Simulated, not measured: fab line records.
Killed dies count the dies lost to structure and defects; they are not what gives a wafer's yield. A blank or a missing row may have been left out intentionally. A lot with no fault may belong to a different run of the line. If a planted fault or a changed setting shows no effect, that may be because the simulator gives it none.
Matching of chambers | flow n5Finfet | 4 sister chambers for N5_BEOL_M11_ETCH_65 on rieDiel-02
The step etches SiARC in CF4, target depth 39 nm, time 65 s. 4 wafers are shown with their chamber, then 12 later ones without.

## EACH WAFER AND ITS CHAMBER
wafer  | chamber | showerheadPlenumPTorr (Torr)
L088.1 | 3       | 2.06
L093.1 | 0       | 2.08
L093.2 | 1       | 2.17
L093.3 | 2       | 2.21

## WAFERS WITHOUT THEIR CHAMBER
wafer  | showerheadPlenumPTorr (Torr)
L093.4 | 2.06
L093.5 | 2.21
L093.6 | 2.17
L095.4 | 2.17
L095.5 | 2.17
L095.6 | 2.20
L096.1 | 2.17
L096.2 | 2.07
L096.3 | 2.20
L096.4 | 2.06
L096.5 | 2.06
L096.6 | 2.07

## CHAMBER TAKEN BY EACH
wafer  | from the rows above     | in truth
L093.4 | 3                       | 3
L093.5 | 2                       | 2
L093.6 | 1                       | 1
L095.4 | 1                       | 1
L095.5 | 1                       | 1
L095.6 | 2                       | 2
L096.1 | 1                       | 1
L096.2 | can't be placed: 3 or 0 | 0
L096.3 | 2                       | 2
L096.4 | 3                       | 3
L096.5 | 3                       | 3
L096.6 | can't be placed: 3 or 0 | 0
Correct placement for 10 of the 12. Cannot be placed on the basis of these rows: 2; the candidates contain the true chamber in 2. Wrongly placed: 0.
How it was worked out, from the rows above alone: a wafer's distance from a chamber is the root of the sum, over the readings, of the square of ((its reading less the chamber's mean) divided by the reading's scatter). The wafer belongs to the nearest chamber; if the next one is less than 2 further off, it can't be placed. Each chamber's mean is taken over the wafers shown for it. The scatter: with one shown wafer a chamber, the root of the mean of the squares of how far each hidden wafer lies from its nearest shown one.
